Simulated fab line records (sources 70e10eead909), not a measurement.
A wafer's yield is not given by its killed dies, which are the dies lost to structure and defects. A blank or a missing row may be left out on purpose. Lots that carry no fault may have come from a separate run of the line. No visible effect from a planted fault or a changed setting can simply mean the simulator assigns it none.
8D (eight disciplines) problem report, filled in by code + flow nandHarc + the parts of the form that need people (team, actions taken, sign-off) are left out

1. WHAT WENT WRONG
Wafers without a fault read 8.73 nm, standard deviation 0.29; bowNm at NHARC_A_CHANNEL_HOLE_D2_XSEM_32 reads a mean of 15.23 nm on 6 wafers belonging to 2 lots. Measured from the usual mean, that is +22 standard deviations.
First observed at day 15 00:17: wafer L135.1, on xsem-01. The record has a number at this step for 27 wafers belonging to 9 lots. By rule, "out" or "out of limits" means more than 4 standard deviations away from the usual mean. Any other wafer with a number is counted as sound.

2. WHAT IT IS; WHAT IT IS NOT
| question                    | is                     | is not                                                                                            |
|-----------------------------|------------------------|---------------------------------------------------------------------------------------------------|
| which readings at this step | bowNm                  | botCdNm, tiltDeg                                                                                  |
| which lots                  | L135, L136             | L131, L143, L145, L146, L148, L149, L152                                                          |
| which wafers of those lots  | all that have a number | -                                                                                                 |
| read on which tools         | xsem-01, xsem-02       | -                                                                                                 |
| when                        | from day 15 00:17      | up to then (3 sound wafers); but 18 sound wafers of L143, L145, L146, L148, L149, L152 came after |

3. THE SUSPECTS, EACH WITH WHAT RULES IT OUT
Counting: a tool at a process step up to the reading stays a suspect if it ran every lot that is out and no sound lot after the first of them.
- harEtch-02 at NHARC_A_CHANNEL_HOLE_D2_ETCH_19 (etches the open film in C4F8/O2/Ar, time 34.5 s): ruled out as a lasting fault. The sound lots L143, L145, L146, L148, L152 went through it after L135, its earliest lot that is out (day 14 18:41).
- harEtch-02 at NHARC_A_CHANNEL_HOLE_D2_ETCH_24 (etches the open film in C4F8/O2/Ar, time 906.2 s, target depth 1500 nm): ruled out as a lasting fault. The sound lots L143, L145, L146, L148, L152 went through it after L135, its earliest lot that is out (day 14 20:49).
Left after counting: nothing in the record.

4. THE CAUSE (what the simulator had put in)
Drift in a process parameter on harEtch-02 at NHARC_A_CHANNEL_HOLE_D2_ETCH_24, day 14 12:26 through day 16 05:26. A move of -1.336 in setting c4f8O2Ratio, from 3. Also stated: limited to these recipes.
It was ruled out by counting, in error; the rule expects a fault to strike all lots run on its tool from its start on, and this fault did not.

5. THE EFFECT CHAIN, in route order
Each row: a reading whose mean over the struck wafers that have a number lies more than 3 standard deviations from the usual. Only readings for which the record gives a usual standard deviation are gone through. hours: the time from each lot's start at the first step in this table that gives one to its start at this step, as a median over the lots. sigmas: the change in usual standard deviations.
| hours | step                            | reading | usual   | on struck wafers | change | sigmas |
|-------|---------------------------------|---------|---------|------------------|--------|--------|
| 0     | NHARC_A_CHANNEL_HOLE_D2_XSEM_32 | bowNm   | 8.73 nm | 15.23            | +6.50  | +22    |
Its process steps:
- NHARC_A_CHANNEL_HOLE_D2_XSEM_32
Later measuring or inspecting steps at which every struck wafer that the step has a row for has a number for every such reading, and none has moved that far: NHARC_END_WLT_00.

6. WHAT WOULD HAVE CAUGHT IT SOONER
In this record no reading fell out of limits until day 15 00:17, 12 hours after the fault had begun at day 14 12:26.
Of the tool readings at NHARC_A_CHANNEL_HOLE_D2_ETCH_24 for which the record gives a usual standard deviation, none was out on any struck wafer, so an alarm limit of 4 standard deviations on them would not have fired.
